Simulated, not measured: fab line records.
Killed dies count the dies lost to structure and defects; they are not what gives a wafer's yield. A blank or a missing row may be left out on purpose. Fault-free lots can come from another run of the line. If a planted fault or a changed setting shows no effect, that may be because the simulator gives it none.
fab line records	flow nandHarc
record lots=5	wafers=15	lastDay=34
route steps=1302 shown P_M0@263 P_M1@285 END@1302
lots that met no fault: taken from a fault-free run of the same line
startH: the number of hours between the record's first day and the start of the first shown wafer of the lot	waitH: hours elapsed since this lot's preceding step	" repeats the value in the row above	L1.1+2: a row that stands for several wafers	- value missing, or start not given	* or withheld: withheld	< > ~ a bound
route shown NAME@n: NAME is a module with steps in the file, n the number in the route of the first one	usual: mean and standard deviation over wafers with no fault	same: alike in all rows	chamber/n: place in a boat	sites: the reading at each site	_std_site: their standard deviation	_edge_site: the outer-site mean with the inner-site mean subtracted	radiusMm: how far each site lies from the wafer's centre	mask NAME#n: copy n	behind: the most recent tool/chamber to have shaped the wafer	hold: cause of the lot's hold/its duration in hours/its outcome	device: the n, p or np transistor that did not switch	end of line: tests run on the same wafers once the route is complete	for a step that has no rows: nothing shown but its recipe	killed: dies that structure and defects cost at the first sort, which is not the same as the wafer's yield	map: shows each die of a wafer: x if killed, . if not, _ if none is there
set.NAME: the setting the step ran with; set.NAME@STEP: the setting that earlier step ran with	model.NAME: the simulator's own value behind a step, which no gauge read
lots at selected steps of the route; one table per step, one row per wafer
services: the hour from which a tool's chamber was out of use, counted from the record's first day as startH (under 0 if before that day), plus the number of hours and why
## steps
# step NHARC_P_M0_CD_MEAS_09
# recipe targetCdNm=90	landingEnergyEv=500
# usual cdNm=89.8/0.85
lot.wafer	tool	chamber	startH	waitH	cdNm
L497.1	cdSem-02	0	158.45	-	90.5
L497.3	"	0	"	"	89.5
L497.4	"	0	"	"	88.6
L500.2	cdSem-02	0	189.25	-	90.9
L500.3	"	0	"	"	90.5
L500.4	"	0	"	"	90.3
L509.2	cdSem-02	0	285.72	-	88.9
L509.4	"	0	"	"	89.5
L509.6	"	0	"	"	89.2
L514.2	cdSem-02	0	338.65	-	90.3
L514.3	"	0	"	"	90.0
L514.5	"	0	"	"	90.6
L516.1	cdSem-03	0	348.77	-	89.7
L516.5	"	0	"	"	88.2
L516.6	"	0	"	"	90.0
# step NHARC_P_M0_OVL_MEAS_10
# recipe pitchNm=180
# usual overlayXNm=0.3/0.83	overlayYNm=0.0/0.79
lot.wafer	tool	chamber	startH	waitH	overlayXNm	overlayYNm
L497.1	overlay-02	-	158.54	-	-0.2	-0.6
L497.3	"	-	"	"	0.1	-0.2
L497.4	"	-	"	"	-0.4	0.1
L500.2	overlay-02	-	189.33	-	0.3	0.8
L500.3	"	-	"	"	0.0	0.0
L500.4	"	-	"	"	0.3	-0.2
L509.2	overlay-02	-	285.80	-	0.7	-0.5
L509.4	"	-	"	"	0.7	-1.3
L509.6	"	-	"	"	0.6	-0.7
L514.2	overlay-02	-	338.73	-	-0.2	0.4
L514.3	"	-	"	"	0.1	0.6
L514.5	"	-	"	"	-0.4	-0.2
L516.1	overlay-01	-	348.86	-	-0.4	1.7
L516.5	"	-	"	"	-0.5	1.6
L516.6	"	-	"	"	-0.1	2.2
# step NHARC_P_M0_INSPECT_11
# usual rawDefectCount=3.8/2.2
lot.wafer	tool	chamber	startH	waitH	rawDefectCount
L497.1	defectInspect-02	-	158.58	0.0	6
L497.3	"	-	"	"	2
L497.4	"	-	"	"	2
L500.2	defectInspect-02	-	189.37	0.0	4
L500.3	"	-	"	"	3
L500.4	"	-	"	"	5
L509.2	defectInspect-01	-	285.84	0.0	2
L509.4	"	-	"	"	3
L509.6	"	-	"	"	3
L514.2	defectInspect-02	-	338.77	0.0	2
L514.3	"	-	"	"	6
L514.5	"	-	"	"	4
L516.1	defectInspect-01	-	348.90	0.0	4
L516.5	"	-	"	"	7
L516.6	"	-	"	"	4
# step NHARC_P_M0_DESCUM_14
# recipe timeS=3	o2FlowSccm=200	arFlowSccm=0	biasPowerW=0	chemistry=O2
# step NHARC_P_M0_ETCH_34
# recipe targetDepthA=400	overetchA=120	timeS=43.94	ionEnergyEv=200	n2FlowSccm=150	h2FlowSccm=150	arFlowSccm=0	rfW=400	biasW=150	chemistry=N2/H2
# usual biasW=150.0/0.44	drypumpMotorCurrentA=5.9/0.4	oesProductAu=0.999/0.014	rfVppV=430.1/2.8	showerheadPlenumPTorr=2.03/0.095	throttleValvePct=14.171/0.0097
lot.wafer	tool	chamber	startH	waitH	biasW	drypumpMotorCurrentA	oesProductAu	rfHoursCounterH	rfVppV	showerheadPlenumPTorr	throttleValvePct
L497.1	rieDiel-03	1	158.73	0.1	149.8	6.2	0.977	13	427.4	1.91	14.173
L497.4	"	2	"	"	149.4	6.0	0.996	11	428.4	1.97	14.173
L497.3	"	3	"	"	150.2	5.9	1.014	13	434.6	2.19	14.172
L500.2	rieDiel-02	1	189.52	0.1	150.2	5.2	1.011	27	431.8	2.05	14.180
L500.4	"	2	"	"	149.5	5.9	0.993	17	426.9	1.96	14.174
L500.3	"	3	"	"	150.4	5.5	0.995	26	434.6	2.16	14.157
L509.4	rieDiel-02	0	285.98	0.1	149.3	5.5	0.995	10	432.3	2.12	14.163
L509.2	"	2	"	"	149.8	5.9	0.990	10	429.0	1.96	14.158
L509.6	"	1	"	"	150.2	5.2	1.005	-	430.8	2.04	14.170
L514.2	rieDiel-13	1	338.95	0.1	149.7	6.4	0.981	50	426.8	1.88	14.168
L514.3	"	3	"	"	150.5	5.6	1.010	50	425.6	1.90	14.161
L514.5	"	0	"	"	149.7	6.3	1.007	-	432.8	2.10	14.169
L516.1	rieDiel-02	0	349.22	0.1	149.5	5.5	0.977	22	432.1	2.11	14.166
L516.6	"	2	"	"	149.3	5.9	0.981	-	428.5	1.96	14.182
L516.5	"	3	"	"	150.0	5.5	1.001	-	432.4	2.15	14.176
# step NHARC_P_M0_ETCH_15
# recipe targetDepthA=1500	overetchA=150	timeS=82.5	c4f8FlowSccm=withheld	arFlowSccm=400	rfW=600	biasW=300	chemistry=C4F8/Ar
# step NHARC_P_M0_CD_MEAS_16
# usual cdNm=89.8/1.2
lot.wafer	tool	chamber	startH	waitH	cdNm
L497.1	cdSem-01	-	158.93	-	91.0
L497.3	"	-	"	"	91.5
L497.4	"	-	"	"	89.9
L500.2	cdSem-01	-	189.73	-	90.6
L500.3	"	-	"	"	91.0
L500.4	"	-	"	"	89.5
L509.2	cdSem-02	-	286.20	-	88.5
L509.4	"	-	"	"	88.3
L509.6	"	-	"	"	89.2
L514.2	cdSem-02	-	339.16	-	89.5
L514.3	"	-	"	"	89.8
L514.5	"	-	"	"	89.7
L516.1	cdSem-01	-	349.42	-	89.1
L516.5	"	-	"	"	88.2
L516.6	"	-	"	"	90.6
# step NHARC_P_M0_STRIP_18
# recipe powerW=1000	n2FlowSccm=150	h2FlowSccm=150	arFlowSccm=0	biasW=0	chemistry=N2/H2
# step NHARC_P_M0_STRIP_19
# recipe timeS=600	tempC=30	chemistry=postEtchResidueRemover
# step NHARC_P_M0_DEGAS_28
# recipe tempC=250	timeS=60
# step NHARC_P_M0_PRE_CLEAN_29
# recipe timeS=30	tempC=280	gas=H2/He
# step NHARC_P_M0_PVD_20
# recipe targetThkA=50	biasV=168.6	powerW=15000	chamberPressurePa=0.12	timeS=8.06	substrateTempC=50	material=TaN
# step NHARC_P_M0_PVD_21
# recipe targetThkA=300	chamberPressurePa=5	powerW=5000	substrateTempC=30	timeS=20.49	material=Cu
# usual throttleValvePct=30.1/0.65
lot.wafer	tool	chamber	startH	waitH	throttleValvePct
L497.3	pvdSputter-02	-	159.81	-	30.5
L497.4	"	-	"	"	30.3
L497.1	"	-	"	"	29.5
L500.2	pvdSputter-03	-	190.60	-	29.6
L500.4	"	-	"	"	30.0
L500.3	"	-	"	"	31.0
L509.2	pvdSputter-03	-	287.06	-	31.0
L509.4	"	-	"	"	29.5
L509.6	"	-	"	"	31.1
L514.2	pvdSputter-02	-	340.01	-	30.2
L514.3	"	-	"	"	30.4
L514.5	"	-	"	"	30.3
L516.1	pvdSputter-01	-	350.30	-	30.3
L516.6	"	-	"	"	29.5
L516.5	"	-	"	"	29.8
# step NHARC_P_M0_ECD_22
# recipe targetThkA=4000	bathTempC=25	material=Cu
# step NHARC_P_M0_ANNEAL_30
# recipe tempC=225	timeS=90
# step NHARC_P_M0_CMP_23
# recipe tOverpolishS=20	targetThkNm=117.54
# usual motorCurrentA=12.2/1.4	padLifeWafers=172/110	timeToEndpointS=29/3.5
# same tOverpolishS=20
lot.wafer	tool	chamber	startH	waitH	motorCurrentA	padLifeWafers	timeToEndpointS
L497.1	cmp-02	2	160.70	-	11.9	67	25
L497.4	"	3	"	"	11.4	68	24
L497.3	"	0	"	"	11.1	69	32
L500.3	cmp-01	3	191.49	-	12.8	7	33
L500.4	"	0	"	"	13.8	8	31
L500.2	"	1	"	"	10.5	9	32
L509.4	cmp-01	1	287.96	-	9.4	2	29
L509.2	"	2	"	"	11.4	3	27
L509.6	"	0	"	"	14.2	-	27
L514.3	cmp-01	0	340.88	-	13.7	181	30
L514.2	"	2	"	"	11.5	183	32
L514.5	"	3	"	"	12.2	-	30
L516.1	cmp-02	3	351.20	-	12.1	87	28
L516.6	"	0	"	"	11.9	-	34
L516.5	"	1	"	"	13.6	-	25
# step NHARC_P_M0_SRD_25
# step NHARC_P_M0_INSPECT_27
# usual rawDefectCount=273/81
lot.wafer	tool	chamber	startH	waitH	rawDefectCount
L497.1	defectInspect-02	-	161.14	0.0	403
L497.3	"	-	"	"	199
L497.4	"	-	"	"	271
L500.2	defectInspect-02	-	191.93	0.0	364
L500.3	"	-	"	"	311
L500.4	"	-	"	"	272
L509.2	defectInspect-02	-	288.38	0.0	321
L509.4	"	-	"	"	245
L509.6	"	-	"	"	211
L514.2	defectInspect-02	-	341.32	0.0	327
L514.3	"	-	"	"	78
L514.5	"	-	"	"	315
L516.1	defectInspect-02	-	351.59	0.0	331
L516.5	"	-	"	"	215
L516.6	"	-	"	"	316
# step NHARC_P_M0_PRE_CLEAN_31
# recipe timeS=12	tempC=370	rfPowerW=300	gas=NH3
# step NHARC_P_M0_DEP_32
# recipe targetThkA=300	tempC=370	targetThkNm=30	pressureTorr=3	flowSccm=200	rfW=450	material=SiCN
# usual heaterPowerOuterW=314/37	heaterPowerW=584/58
lot.wafer	tool	chamber	startH	waitH	heaterPowerOuterW	heaterPowerW
L497.1	pecvd-02	2	161.29	0.1	256	510
L497.3	"	1	"	"	278	497
L497.4	"	2	"	"	250	499
L500.3	pecvd-01	0	192.18	0.1	291	589
L500.2	"	1	"	"	332	599
L500.4	"	0	"	"	296	567
L509.2	pecvd-01	0	288.62	0.1	294	566
L509.4	"	1	"	"	319	586
L509.6	"	2	"	"	334	633
L514.2	pecvd-02	0	341.47	0.1	331	665
L514.3	"	2	"	"	305	562
L514.5	"	0	"	"	334	664
L516.1	pecvd-01	1	351.78	0.1	293	545
L516.5	"	0	"	"	310	582
L516.6	"	2	"	"	345	662
# step NHARC_P_M1_DEP_00
# recipe targetThkA=1825	targetThkNm=182.5	tempC=withheld	pressureTorr=5	flowSccm=200	rfW=600	material=SiOC
# step NHARC_P_M1_DEHYDRATE_01
# recipe tempC=150	timeS=120
# step NHARC_P_M1_HMDS_02
# recipe timeS=30
# step NHARC_P_M1_COAT_34
# recipe tempC=200	timeS=65
# step NHARC_P_M1_COAT_03
# recipe spinRpm=1500	resistThkNm=90
# step NHARC_P_M1_SOFTBAKE_04
# recipe tempC=105	timeS=55
# step NHARC_P_M1_EBR_05
# step NHARC_P_M1_EXPOSE_06
# recipe na=1.35	targetCdNm=130	doseMj=81.88	maskId=P_M1
# step NHARC_P_M1_PEB_07
# recipe pebTempC=100	pebTimeS=65
# step NHARC_P_M1_DEVELOP_08
# recipe developTimeS=35	devTempC=23
# step NHARC_P_M1_CD_MEAS_09
# recipe targetCdNm=130	landingEnergyEv=500
# usual cdNm=130.1/0.77
lot.wafer	tool	chamber	startH	waitH	cdNm
L497.1	cdSem-03	0	162.42	-	130.2
L497.3	"	0	"	"	130.5
L497.4	"	0	"	"	131.6
L500.2	cdSem-02	0	193.44	-	131.0
L500.3	"	0	"	"	131.0
L500.4	"	0	"	"	129.8
L509.2	cdSem-03	0	289.76	-	128.9
L509.6	"	0	"	"	130.4
L514.2	cdSem-03	0	342.70	-	129.9
L514.3	"	0	"	"	130.6
L514.5	"	0	"	"	130.0
L516.1	cdSem-03	0	352.85	-	130.9
L516.5	"	0	"	"	129.3
L516.6	"	0	"	"	129.5
# step NHARC_P_M1_OVL_MEAS_10
# recipe pitchNm=260
# usual overlayXNm=0.0/0.75	overlayYNm=0.0/0.71
lot.wafer	tool	chamber	startH	waitH	overlayXNm	overlayYNm
L497.1	overlay-01	-	162.50	-	-0.2	0.7
L497.3	"	-	"	"	0.1	1.2
L497.4	"	-	"	"	0.0	0.8
L500.2	overlay-01	-	193.52	-	1.6	0.3
L500.3	"	-	"	"	1.9	0.4
L500.4	"	-	"	"	1.2	0.7
L509.2	overlay-02	-	289.84	-	0.3	-0.2
L509.6	"	-	"	"	0.3	-0.5
L514.2	overlay-02	-	342.78	-	-0.6	0.4
L514.3	"	-	"	"	-0.1	1.0
L514.5	"	-	"	"	0.0	0.8
L516.1	overlay-01	-	352.94	-	0.9	-0.3
L516.5	"	-	"	"	1.3	-0.1
L516.6	"	-	"	"	0.4	0.2
# step NHARC_P_M1_INSPECT_11
# usual rawDefectCount=3.9/2.2
lot.wafer	tool	chamber	startH	waitH	rawDefectCount
L497.1	defectInspect-02	-	162.54	0.0	4
L497.3	"	-	"	"	2
L497.4	"	-	"	"	3
L500.2	defectInspect-01	-	193.56	0.0	7
L500.3	"	-	"	"	3
L500.4	"	-	"	"	5
L509.2	defectInspect-02	-	289.88	0.0	4
L509.6	"	-	"	"	4
L514.2	defectInspect-01	-	342.82	0.0	3
L514.3	"	-	"	"	8
L514.5	"	-	"	"	7
L516.1	defectInspect-01	-	352.98	0.0	3
L516.5	"	-	"	"	3
L516.6	"	-	"	"	4
# step NHARC_P_M1_DESCUM_14
# recipe timeS=3	o2FlowSccm=200	arFlowSccm=0	biasPowerW=0	chemistry=O2
# usual drypumpMotorCurrentA=5.7/0.35	oesProductAu=1.003/0.011	rfVppV=57.9/0.88	showerheadPlenumPTorr=1.96/0.078	throttleValvePct=11.312/0.0091
lot.wafer	tool	chamber	startH	waitH	drypumpMotorCurrentA	oesProductAu	rfHoursCounterH	rfVppV	showerheadPlenumPTorr	throttleValvePct
L497.3	rieDiel-07	1	162.60	0.1	5.9	0.990	1	56.7	1.95	11.326
L497.4	"	2	"	"	5.4	1.010	1	56.6	1.96	11.331
L497.1	"	0	"	"	6.5	1.023	2	57.7	2.05	11.310
L500.4	rieDiel-11	0	193.62	0.1	5.9	0.994	8	59.1	2.04	11.312
L500.2	"	2	"	"	5.6	1.003	8	57.4	2.03	11.305
L500.3	"	3	"	"	5.7	0.993	8	58.2	1.91	11.311
L509.2	rieDiel-12	2	289.94	0.1	5.4	1.005	5	57.5	1.87	11.314
L509.6	"	2	"	"	5.4	1.006	-	58.4	1.87	11.300
L514.3	rieDiel-12	1	342.88	0.1	5.7	1.004	20	57.2	1.82	11.312
L514.2	"	0	"	"	6.1	1.002	22	58.2	1.97	11.319
L514.5	"	2	"	"	5.4	1.035	-	56.7	1.86	11.320
L516.1	rieDiel-11	0	353.05	0.1	5.9	1.008	7	58.8	2.04	11.309
L516.5	"	3	"	"	5.7	0.991	-	59.0	1.90	11.306
L516.6	"	1	"	"	5.1	1.002	-	56.5	1.83	11.310
# step NHARC_P_M1_ETCH_35
# recipe targetDepthA=400	overetchA=120	timeS=43.94	ionEnergyEv=200	n2FlowSccm=150	h2FlowSccm=150	arFlowSccm=0	rfW=400	biasW=150	chemistry=N2/H2
# step NHARC_P_M1_ETCH_15
# recipe targetDepthA=1825	timeS=91.2	c4f8FlowSccm=withheld	arFlowSccm=400	rfW=600	biasW=300	chemistry=C4F8/Ar
# step NHARC_P_M1_CD_MEAS_16
# usual cdNm=129.8/1.1
lot.wafer	tool	chamber	startH	waitH	cdNm
L497.1	cdSem-01	-	162.91	-	129.3
L497.3	"	-	"	"	129.3
L497.4	"	-	"	"	130.1
L500.2	cdSem-01	-	193.93	-	131.6
L500.3	"	-	"	"	130.8
L500.4	"	-	"	"	130.3
L509.2	cdSem-03	-	290.25	-	128.0
L509.6	"	-	"	"	129.0
L514.2	cdSem-02	-	343.19	-	129.9
L514.3	"	-	"	"	130.9
L514.5	"	-	"	"	128.9
L516.1	cdSem-03	-	353.43	-	129.4
L516.5	"	-	"	"	131.2
L516.6	"	-	"	"	129.0
# step NHARC_P_M1_STRIP_18
# recipe powerW=1000	n2FlowSccm=150	h2FlowSccm=150	arFlowSccm=0	biasW=0	chemistry=N2/H2
# step NHARC_P_M1_ETCH_28
# recipe targetDepthA=300	overEtchFrac=0.3	timeS=72.99	ionEnergyEv=150	cf4FlowSccm=50	n2FlowSccm=100	arFlowSccm=150	rfW=300	biasW=100	chemistry=CF4/N2
# usual biasW=100.0/0.33	drypumpMotorCurrentA=5.7/0.35	oesProductAu=1.005/0.012	rfVppV=315.5/2	showerheadPlenumPTorr=2.69/0.1	throttleValvePct=19.794/0.0093
lot.wafer	tool	chamber	startH	waitH	biasW	drypumpMotorCurrentA	oesProductAu	rfHoursCounterH	rfVppV	showerheadPlenumPTorr	throttleValvePct
L497.4	rieDiel-11	3	-	-	99.7	5.7	1.000	6	315.2	2.62	19.794
L497.1	"	0	"	"	99.6	5.9	0.992	6	318.2	2.80	19.788
L497.3	"	1	"	"	99.4	5.1	1.021	6	313.6	2.53	19.804
L500.2	rieDiel-07	3	-	-	99.8	5.7	1.001	5	316.8	2.81	19.807
L500.4	"	1	"	"	100.1	5.9	1.000	4	316.1	2.67	19.797
L500.3	"	2	"	"	99.9	5.4	1.016	4	315.3	2.69	19.780
L509.2	rieDiel-07	2	-	-	99.5	5.4	1.016	10	315.4	2.69	19.787
L509.6	"	3	"	"	100.2	5.7	0.988	-	316.3	2.80	19.791
L514.3	rieDiel-11	1	-	-	100.0	5.1	1.020	5	313.2	2.52	19.777
L514.2	"	0	"	"	99.7	5.9	1.016	6	316.9	2.79	19.799
L514.5	"	2	"	"	100.1	5.6	0.997	-	317.1	2.77	19.782
L516.1	rieDiel-07	3	-	-	99.8	5.7	1.003	3	318.0	2.80	19.786
L516.6	"	0	"	"	100.0	6.5	1.032	-	318.2	2.79	19.799
L516.5	"	1	"	"	100.3	6.0	1.023	-	314.4	2.67	19.794
# step NHARC_P_M1_STRIP_19
# recipe timeS=600	tempC=30	chemistry=postEtchResidueRemover
# step NHARC_END_SORT_01
# recipe tempC=25
# usual defectLimitedYield=90/4.1	killedAtArray=63/27	killedAtOther=0.7/1.2	killedAtPeriphery=3.1/2	killedDies=67/28	killedOpen=3.0/1.9	killedShort=2.2/1.5
# same grossDies=677
lot.wafer	tool	chamber	startH	waitH	hold	defectLimitedYield[%]	killedAtArray	killedAtOther	killedAtPeriphery	killedDies	killedOpen	killedShort
L497.1	prober-01	0	589.76	2.5	-	85	97	0	4	101	2	1
L497.3	prober-01	0	591.34	3.1	-	87	87	0	2	89	3	2
L497.4	prober-01	0	592.14	3.4	-	87	90	0	1	91	5	2
L500.2	prober-01	0	623.97	2.8	-	84	106	0	4	110	8	5
L500.3	prober-01	0	624.76	3.1	-	84	106	3	1	110	3	0
L500.4	prober-01	0	625.55	3.4	-	85	92	3	5	100	6	5
L509.2	prober-02	0	740.36	2.8	awaitDispo/2.8h/release	91	62	0	2	64	3	2
L509.4	prober-02	0	741.96	3.4	awaitDispo/2.8h/release	3	54	2	604	660	3	3
L509.6	prober-02	0	743.55	4.0	awaitDispo/2.8h/release	91	55	3	0	58	2	3
L516.1	prober-02	0	791.00	2.5	-	94	38	2	0	40	0	1
L516.5	prober-02	0	794.19	3.7	-	94	35	3	3	41	3	1
L516.6	prober-02	0	794.99	4.0	-	94	33	0	7	40	4	2
L514.2	prober-01	0	809.74	2.8	-	92	48	0	3	51	1	2
L514.3	prober-01	0	810.54	3.1	-	94	40	0	4	44	3	3
L514.5	prober-01	0	812.13	3.7	-	94	42	0	2	44	3	0
# killed by level:class
L497.1 A_CHANNEL_HOLE_D1:chamberFilmFlake=31 A_SLIT:chamberFilmFlake=31 A_CHANNEL_HOLE_D2:chamberFilmFlake=30 P_STI:chamberFilmFlake=2 A_STAIRCASE:chamberFilmFlake=2 A_CONTACT:chamberFilmFlake=2 P_CONTACT:geometricParticle:open=1 P_M2:geometricParticle:open=1
L497.3 A_SLIT:chamberFilmFlake=30 A_CHANNEL_HOLE_D1:chamberFilmFlake=23 A_CHANNEL_HOLE_D2:chamberFilmFlake=22 A_CONTACT:chamberFilmFlake=3 A_STAIRCASE:chamberFilmFlake=2 P_M0:geometricParticle:short=1 A_ONON_D1:geometricParticle:open=1 A_ONON_D1:geometricParticle:short=1
L497.4 A_SLIT:chamberFilmFlake=30 A_CHANNEL_HOLE_D2:chamberFilmFlake=29 A_CHANNEL_HOLE_D1:chamberFilmFlake=20 A_BLC:geometricParticle:open=2 A_CHANNEL_FILL_D1:chamberFilmFlake=2 P_M0:geometricParticle:open=1 A_CHANNEL_HOLE_D1:geometricParticle:short=1 A_CHANNEL_FILL_D1:geometricParticle:open=1
L500.2 A_SLIT:chamberFilmFlake=40 A_CHANNEL_HOLE_D1:chamberFilmFlake=25 A_CHANNEL_HOLE_D2:chamberFilmFlake=20 A_CHANNEL_FILL_D1:chamberFilmFlake=3 A_CONTACT:chamberFilmFlake=3 A_CHANNEL_FILL_D1:geometricParticle:open=2 A_WL_FILL:geometricParticle:open=2 A_STAIRCASE:chamberFilmFlake=2
L500.3 A_SLIT:chamberFilmFlake=43 A_CHANNEL_HOLE_D1:chamberFilmFlake=26 A_CHANNEL_HOLE_D2:chamberFilmFlake=20 A_CONTACT:chamberFilmFlake=7 A_WL_FILL:chamberFilmFlake=3 THIN_TSV:chamberFilmFlake=3 A_STAIRCASE:chamberFilmFlake=2 A_CHANNEL_HOLE_D1:geometricParticle:open=1
L500.4 A_SLIT:chamberFilmFlake=32 A_CHANNEL_HOLE_D2:chamberFilmFlake=27 A_CHANNEL_HOLE_D1:chamberFilmFlake=16 A_CONTACT:chamberFilmFlake=5 A_STAIRCASE:chamberFilmFlake=4 THIN_TSV:chamberFilmFlake=3 P_GATE:geometricParticle:open=1 P_CONTACT:geometricParticle:open=1
L509.2 A_SLIT:chamberFilmFlake=34 A_CHANNEL_HOLE_D1:chamberFilmFlake=8 A_CHANNEL_FILL_D2:chamberFilmFlake=4 A_STAIRCASE:chamberFilmFlake=4 A_SGD_CUT:chamberFilmFlake=3 A_CONTACT:chamberFilmFlake=2 P_CONTACT:geometricParticle:open=1 A_ONON_D1:geometricParticle:open=1
L509.4 P_M0:areaPvd=601 A_SLIT:chamberFilmFlake=30 A_CHANNEL_HOLE_D1:chamberFilmFlake=7 A_STAIRCASE:chamberFilmFlake=6 A_CONTACT:chamberFilmFlake=3 A_CHANNEL_FILL_D2:chamberFilmFlake=2 THIN_TSV:chamberFilmFlake=2 P_GATE:geometricParticle:open=1
L509.6 A_SLIT:chamberFilmFlake=29 A_CHANNEL_HOLE_D1:chamberFilmFlake=11 A_STAIRCASE:chamberFilmFlake=4 A_CHANNEL_FILL_D2:chamberFilmFlake=3 A_CONTACT:chamberFilmFlake=3 A_DECK1_JOINT:geometricParticle:open=1 A_ONON_D2:geometricParticle:short=1 A_WL_FILL:geometricParticle:short=1
L516.1 A_CHANNEL_HOLE_D1:chamberFilmFlake=21 A_SLIT:chamberFilmFlake=11 A_CHANNEL_HOLE_D2:chamberFilmFlake=2 A_CONTACT:chamberFilmFlake=2 THIN_TSV:chamberFilmFlake=2 A_CHANNEL_HOLE_D1:geometricParticle:short=1 A_STAIRCASE:chamberFilmFlake=1
L516.5 A_CHANNEL_HOLE_D1:chamberFilmFlake=17 A_SLIT:chamberFilmFlake=7 A_CONTACT:chamberFilmFlake=3 P_CONTACT:chamberFilmFlake=2 A_CHANNEL_HOLE_D2:chamberFilmFlake=2 THIN_TSV:chamberFilmFlake=2 P_STI:geometricParticle:short=1 A_CHANNEL_HOLE_D1:geometricParticle:open=1
L516.6 A_CHANNEL_HOLE_D1:chamberFilmFlake=17 A_SLIT:chamberFilmFlake=6 A_STAIRCASE:chamberFilmFlake=3 P_GATE:chamberFilmFlake=2 P_BONDPAD:chamberFilmFlake=2 A_CHANNEL_HOLE_D2:chamberFilmFlake=2 A_CONTACT:chamberFilmFlake=2 P_GATE:geometricParticle:open=1
L514.2 A_CHANNEL_HOLE_D1:chamberFilmFlake=19 A_CONTACT:chamberFilmFlake=9 A_SLIT:chamberFilmFlake=7 A_SGD_CUT:chamberFilmFlake=4 P_ZERO_WELL:chamberFilmFlake=3 A_CHANNEL_FILL_D1:chamberFilmFlake=3 A_STAIRCASE:chamberFilmFlake=2 A_ONON_D1:geometricParticle:short=1
L514.3 A_CHANNEL_HOLE_D1:chamberFilmFlake=18 A_SLIT:chamberFilmFlake=5 P_ZERO_WELL:chamberFilmFlake=3 A_CHANNEL_HOLE_D2:chamberFilmFlake=3 A_STAIRCASE:chamberFilmFlake=3 A_WL_FILL:chamberFilmFlake=3 A_CONTACT:chamberFilmFlake=3 A_ONON_D1:geometricParticle:short=2
L514.5 A_CHANNEL_HOLE_D1:chamberFilmFlake=16 A_DECK1_JOINT:chamberFilmFlake=5 A_SLIT:chamberFilmFlake=5 A_CHANNEL_HOLE_D2:chamberFilmFlake=3 A_SGD_CUT:chamberFilmFlake=3 A_CONTACT:chamberFilmFlake=3 P_ZERO_WELL:chamberFilmFlake=2 A_M1:chamberFilmFlake=2
# map L509.4 (x killed, . not)
____________x____________
_________xxxxxxx_________
_______xxxxxxxxxxx_______
______xxxxxxxxxxxxx______
_____xxxxxxxxxxxxxxx_____
____xxxxxxxxxxxxxxxxx____
____xxxxxxxxxxxxxxxxx____
___xxxxxxxxxxxxxxxxxxx___
___xxxxxxxxxxxxxxxxxxx___
__xxxxxxxxxxxxxxxxxxxxx__
__xxxxxxxxxxxxxxxxxxxxx__
_xxxxxxxxxxxxxx..xxxxxxx_
_xxxxxxxxxxxxxxxxxxxxxxx_
_xxxxxxxxxxxxxxxxxxxxxxx_
_xxxxxxxxxxxxxxxxxxxxxxx_
_xxxxxxxxxxxxxxx.xxxxxxx_
xxxxxxxxxxxxxxxxxxxxxxxxx
xxxxxxxxxxxxxx.xxxxxxxxxx
xxxxxxxxxxxx.xx.xxxxxxxxx
xxxxxxxxxxxxxxxxxxxxxxxxx
xxxxxx.xxxxxxxxxxxxxxxxxx
_xxxxxxxxxxxxxxxxxxxxxxx_
_xxxxxxxxxx..xxxxxxxxxxx_
_xxxxxxxxxxxxxxxxx..xxxx_
_xxxxxxxxxxx.xxxxxxxxxxx_
_xxxxxx.xxx.x.xxxxxxxxxx_
__xxxxxxxxxxx.xxxxxxxxx__
__xxxxxx.xxxxxxxxxxxxxx__
___xxxxxxxxxxxxxxxxxxx___
___xxxxxxxxxxxxxxxxxxx___
____xxxxxxxxxxxxxxxxx____
____xxxxxxxxxxxxxxxxx____
_____xxxxxxxxxxxxxxx_____
______xxxxxxxxxxxxx______
_______xxxxxxxxxxx_______
_________xxxxxxx_________
____________x____________
# map L500.2 (x killed, . not)
____________.____________
_________......._________
_______..........._______
______.............______
_____..............._____
____.................____
____...............x.____
___..........x........___
___.........x.........___
__x.......xx...........__
__.........xx.x........__
_.........xxxx.........._
_.........xxxxx.....x..._
_........xxxxx.........._
_........xxxxx.........._
_.........xxxx.........._
......x...xxxx..x......x.
.....x...x...x...........
........xx...xx..........
.......x..x.xx..........x
..................x......
_.......x...x.x........._
_.............xx.....x.._
_.........xxxx.........._
_..........xxxx........._
_...x......xxxxx.x......_
__..x......xxxxx...x...__
__........xxxxxx.......__
___.......xxxxxx......___
___........xxxxxx.....___
____......xxxx....x..____
____.......xxx....x..____
_____..............._____
______..x..........______
_______..........._______
_________....x.._________
____________.____________
## services
tool	chamber	startH	hours	kind
cmp-02	-	137.41	4.3	repair
pecvd-01	-	142.27	0.2	repair
cmp-01	-	146.87	2.2	repair
rieDiel-02	2	151.01	7.0	repair
cmp-01	-	153.95	0.9	repair
rieDiel-07	2	174.35	6.9	repair
cmp-01	-	185.81	4.0	pm
rieDiel-07	3	203.71	3.7	repair
pecvd-01	2	210.51	18.0	repair
cmp-01	-	214.28	4.4	repair
rieDiel-02	-	216.74	9.0	pm
cmp-01	-	238.01	0.5	repair
rieDiel-07	-	251.01	0.8	repair
rieDiel-02	3	254.99	22.7	repair
rieDiel-11	-	255.50	9.0	pm
cmp-01	-	264.20	0.3	repair
cmp-01	-	283.81	4.0	pm
rieDiel-07	0	289.35	29.0	repair
cmp-01	-	292.72	1.7	repair
rieDiel-07	-	294.39	9.0	pm
cmp-01	-	302.81	5.1	repair
pecvd-01	-	311.38	13.0	pm
pecvd-01	2	338.24	2.3	repair
rieDiel-11	2	345.73	11.0	repair
## key
firstSign step=NHARC_END_SORT_01	reading=killedAtPeriphery	direction=up	sigmas=99+	usual=3.1	struck=604
effect step=NHARC_END_SORT_01	reading=defectLimitedYield	direction=down	sigmas=22	usual=90	struck=3
moreKillsBornAt NHARC_P_M0_PVD_21@pvdSputter-03=601
metAt NHARC_P_M0_PVD_21
struckWafers L509.4
laterRowsLeftOut L509.4
onsetBetween 190.60 287.06
fault kind=processParameterDrift	tool=pvdSputter-03	chamber=-	onsetH=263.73	steps=NHARC_P_M0_PVD_21	channel=targetThkA	offset=*	shape=step	endH=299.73	scope=struckWafersOnly	actsIn=*	stated=*
# laterRowsLeftOut: the simulator's readings of these wafers behind a module that went badly wrong aren't trusted and aren't shown, but for the sort
